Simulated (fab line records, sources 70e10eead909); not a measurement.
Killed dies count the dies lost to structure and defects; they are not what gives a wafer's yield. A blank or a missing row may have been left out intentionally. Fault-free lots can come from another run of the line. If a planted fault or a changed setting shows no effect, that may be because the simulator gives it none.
Which tool did it? :: flow nand-harc :: 24 lots with 72 wafers sampled at 3 steps, on a route of 1159 steps

== WHAT THE GAUGES READ, wafer by wafer ==
NHARC_P_M1_INSPECT_11. Usual: raw-defect-count reads 4.1 (standard deviation 2).
lot: L074
measured: day 5 18:27
on: defect-inspect-02
raw-defect-count: 4 3 5
flag: 

lot: L076
measured: day 6 16:59
on: defect-inspect-01
raw-defect-count: 4 2 3
flag: 

lot: L075
measured: day 6 17:44
on: defect-inspect-01
raw-defect-count: 1 6 6
flag: 

lot: L078
measured: day 6 19:22
on: defect-inspect-02
raw-defect-count: 8 7 6
flag: 

lot: L077
measured: day 6 23:05
on: defect-inspect-01
raw-defect-count: 7 3 3
flag: 

lot: L079
measured: day 7 07:11
on: defect-inspect-01
raw-defect-count: 1 2 4
flag: 

lot: L080
measured: day 7 13:42
on: defect-inspect-02
raw-defect-count: 4 0 4
flag: 

lot: L081
measured: day 7 20:16
on: defect-inspect-02
raw-defect-count: 3 7 4
flag: 

lot: L082
measured: day 7 23:25
on: defect-inspect-02
raw-defect-count: 6 5 5
flag: 

lot: L083
measured: day 8 00:59
on: defect-inspect-02
raw-defect-count: 4 8 5
flag: 

lot: L084
measured: day 8 04:47
on: defect-inspect-02
raw-defect-count: 3 2 6
flag: 

lot: L088
measured: day 9 05:54
on: defect-inspect-02
raw-defect-count: 4 3 3
flag: 

lot: L085
measured: day 9 06:39
on: defect-inspect-01
raw-defect-count: 6 3 4
flag: 

lot: L086
measured: day 9 07:18
on: defect-inspect-02
raw-defect-count: 2 3 6
flag: 

lot: L087
measured: day 9 08:55
on: defect-inspect-02
raw-defect-count: 5 1 4
flag: 

lot: L089
measured: day 10 00:44
on: defect-inspect-02
raw-defect-count: 7 10 5
flag: 

lot: L090
measured: day 10 01:23
on: defect-inspect-02
raw-defect-count: 1 2 7
flag: 

lot: L091
measured: day 10 04:32
on: defect-inspect-02
raw-defect-count: 5 3 1
flag: 

lot: L093
measured: day 10 15:47
on: defect-inspect-02
raw-defect-count: 3 2 2
flag: 

lot: L092
measured: day 10 16:12
on: defect-inspect-02
raw-defect-count: 6 2 3
flag: 

lot: L095
measured: day 11 03:25
on: defect-inspect-01
raw-defect-count: 2 2 1
flag: 

lot: L094
measured: day 11 04:07
on: defect-inspect-02
raw-defect-count: 6 4 2
flag: 

lot: L096
measured: day 11 21:23
on: defect-inspect-02
raw-defect-count: 7 5 2
flag: 

lot: L097
measured: day 11 22:14
on: defect-inspect-01
raw-defect-count: 3 5 6
flag: 

NHARC_P_M2_THK_MEAS_24: measures by xrf. Usual: thk-nm reads 144.2 nm (standard deviation 1.7).
lot: L074
measured: day 6 01:11
on: film-metro-01
thk-nm (nm): 142.1 144.1 139.3
flag: 

lot: L076
measured: day 6 23:37
on: film-metro-01
thk-nm (nm): 145.3 146.2 146.3
flag: 

lot: L075
measured: day 7 00:30
on: film-metro-01
thk-nm (nm): 144.6 143.6 144.8
flag: 

lot: L078
measured: day 7 02:09
on: film-metro-01
thk-nm (nm): 142.5 146.0 142.7
flag: 

lot: L077
measured: day 7 05:55
on: film-metro-01
thk-nm (nm): 143.7 143.5 147.1
flag: 

lot: L079
measured: day 7 14:03
on: film-metro-01
thk-nm (nm): 144.3 142.7 147.1
flag: 

lot: L080
measured: day 7 20:57
on: film-metro-01
thk-nm (nm): 143.0 140.1 142.3
flag: 

lot: L081
measured: day 8 03:17
on: film-metro-01
thk-nm (nm): 142.7 145.9 144.0
flag: 

lot: L082
measured: day 8 06:13
on: film-metro-01
thk-nm (nm): 143.2 143.5 145.7
flag: 

lot: L083
measured: day 8 08:11
on: film-metro-01
thk-nm (nm): 144.1 145.0 142.8
flag: 

lot: L084
measured: day 8 11:32
on: film-metro-01
thk-nm (nm): 145.4 142.6 142.9
flag: 

lot: L088
measured: day 9 12:35
on: film-metro-01
thk-nm (nm): 144.8 144.1 146.1
flag: 

lot: L085
measured: day 9 13:17
on: film-metro-02
thk-nm (nm): 144.4 144.1 141.7
flag: 

lot: L086
measured: day 9 13:54
on: film-metro-01
thk-nm (nm): 144.2 145.0 144.5
flag: 

lot: L087
measured: day 9 15:35
on: film-metro-02
thk-nm (nm): 143.7 145.3 145.3
flag: 

lot: L089
measured: day 10 07:20
on: film-metro-01
thk-nm (nm): 143.4 147.3 146.0
flag: 

lot: L090
measured: day 10 08:08
on: film-metro-01
thk-nm (nm): 142.4 145.6 142.0
flag: 

lot: L091
measured: day 10 11:15
on: film-metro-01
thk-nm (nm): 144.0 144.5 146.5
flag: 

lot: L093
measured: day 10 22:19
on: film-metro-02
thk-nm (nm): 143.5 144.5 143.6
flag: 

lot: L092
measured: day 10 23:10
on: film-metro-01
thk-nm (nm): 144.5 142.2 144.2
flag: 

lot: L095
measured: day 11 10:02
on: film-metro-02
thk-nm (nm): 144.4 145.1 144.1
flag: 

lot: L094
measured: day 11 11:11
on: film-metro-02
thk-nm (nm): 146.3 144.0 144.1
flag: 

lot: L096
measured: day 12 04:05
on: film-metro-02
thk-nm (nm): 145.8 143.8 146.8
flag: 

lot: L097
measured: day 12 04:46
on: film-metro-01
thk-nm (nm): 144.7 142.1 142.0
flag: 

== WHICH TOOL RAN EACH LOT (tool, then ch and the chambers of the sampled wafers, then the start) ==
lot: L074
NHARC_P_M2_PVD_20: pvd-sputter-02, day 6 01:11 or earlier

lot: L076
NHARC_P_M2_PVD_20: pvd-sputter-03, day 6 23:37 or earlier

lot: L075
NHARC_P_M2_PVD_20: pvd-sputter-01, day 7 00:30 or earlier

lot: L078
NHARC_P_M2_PVD_20: pvd-sputter-02, day 7 02:09 or earlier

lot: L077
NHARC_P_M2_PVD_20: pvd-sputter-02, day 7 05:55 or earlier

lot: L079
NHARC_P_M2_PVD_20: pvd-sputter-03, day 7 14:03 or earlier

lot: L080
NHARC_P_M2_PVD_20: pvd-sputter-03, day 7 20:57 or earlier

lot: L081
NHARC_P_M2_PVD_20: pvd-sputter-03, day 8 03:17 or earlier

lot: L082
NHARC_P_M2_PVD_20: pvd-sputter-03, day 8 06:13 or earlier

lot: L083
NHARC_P_M2_PVD_20: pvd-sputter-02, day 8 08:11 or earlier

lot: L084
NHARC_P_M2_PVD_20: pvd-sputter-02, day 8 11:32 or earlier

lot: L088
NHARC_P_M2_PVD_20: pvd-sputter-02, day 9 12:35 or earlier

lot: L085
NHARC_P_M2_PVD_20: pvd-sputter-03, day 9 13:17 or earlier

lot: L086
NHARC_P_M2_PVD_20: pvd-sputter-01, day 9 13:54 or earlier

lot: L087
NHARC_P_M2_PVD_20: pvd-sputter-01, day 9 15:35 or earlier

lot: L089
NHARC_P_M2_PVD_20: pvd-sputter-01, day 10 07:20 or earlier

lot: L090
NHARC_P_M2_PVD_20: pvd-sputter-01, day 10 08:08 or earlier

lot: L091
NHARC_P_M2_PVD_20: pvd-sputter-01, day 10 11:15 or earlier

lot: L093
NHARC_P_M2_PVD_20: pvd-sputter-03, day 10 22:19 or earlier

lot: L092
NHARC_P_M2_PVD_20: pvd-sputter-01, day 10 23:10 or earlier

lot: L095
NHARC_P_M2_PVD_20: pvd-sputter-03, day 11 10:02 or earlier

lot: L094
NHARC_P_M2_PVD_20: pvd-sputter-01, day 11 11:11 or earlier

lot: L096
NHARC_P_M2_PVD_20: pvd-sputter-01, day 12 04:05 or earlier

lot: L097
NHARC_P_M2_PVD_20: pvd-sputter-01, day 12 04:46 or earlier
- NHARC_P_M2_PVD_20: deposits TaN, target thk 5 nm, time 8.06 s.

== AS READ BY THE TOOLS THEMSELVES (means over the sampled wafers that have a number; for cases with no such wafer, the mark the record gives instead) ==
NHARC_P_M2_PVD_20. Usual: throttle-valve-pct reads 30.2 % (standard deviation 0.85).
lot: L074
tool: pvd-sputter-02
throttle-valve-pct (%): 30.1
flag: 

lot: L076
tool: pvd-sputter-03
throttle-valve-pct (%): 30.9
flag: 

lot: L075
tool: pvd-sputter-01
throttle-valve-pct (%): 29.9
flag: 

lot: L078
tool: pvd-sputter-02
throttle-valve-pct (%): 30.1
flag: 

lot: L077
tool: pvd-sputter-02
throttle-valve-pct (%): 30.1
flag: 

lot: L079
tool: pvd-sputter-03
throttle-valve-pct (%): 30.0
flag: 

lot: L080
tool: pvd-sputter-03
throttle-valve-pct (%): 31.1
flag: 

lot: L081
tool: pvd-sputter-03
throttle-valve-pct (%): 29.8
flag: 

lot: L082
tool: pvd-sputter-03
throttle-valve-pct (%): 30.9
flag: 

lot: L083
tool: pvd-sputter-02
throttle-valve-pct (%): 30.1
flag: 

lot: L084
tool: pvd-sputter-02
throttle-valve-pct (%): 30.2
flag: 

lot: L088
tool: pvd-sputter-02
throttle-valve-pct (%): 30.8
flag: 

lot: L085
tool: pvd-sputter-03
throttle-valve-pct (%): 29.9
flag: 

lot: L086
tool: pvd-sputter-01
throttle-valve-pct (%): 30.6
flag: 

lot: L087
tool: pvd-sputter-01
throttle-valve-pct (%): 30.2
flag: 

lot: L089
tool: pvd-sputter-01
throttle-valve-pct (%): 30.1
flag: 

lot: L090
tool: pvd-sputter-01
throttle-valve-pct (%): 30.6
flag: 

lot: L091
tool: pvd-sputter-01
throttle-valve-pct (%): 29.7
flag: 

lot: L093
tool: pvd-sputter-03
throttle-valve-pct (%): 30.2
flag: 

lot: L092
tool: pvd-sputter-01
throttle-valve-pct (%): 30.4
flag: 

lot: L095
tool: pvd-sputter-03
throttle-valve-pct (%): 29.1
flag: 

lot: L094
tool: pvd-sputter-01
throttle-valve-pct (%): 30.0
flag: 

lot: L096
tool: pvd-sputter-01
throttle-valve-pct (%): 30.3
flag: 

lot: L097
tool: pvd-sputter-01
throttle-valve-pct (%): 30.3
flag: 

== THE ANSWER, worked out from the rows above alone ==
Rule: take the mean of a lot's wafers that have a number; if it is more than 3 standard deviations from the usual mean, the lot is off. Also off: a lot with no number at a reading for which 4 or more lots have one. All remaining lots with rows at the step are treated as sound. First the gauges in route order, then the tools' own readings, where a lot's mean is used as printed above. At the first step where some lot is off, the reading lying furthest off is the one used; lots without a number count as furthest.
No lot is off at any reading shown: from this, nothing can be told.

== WHAT THE SIMULATOR HAD PUT IN ==
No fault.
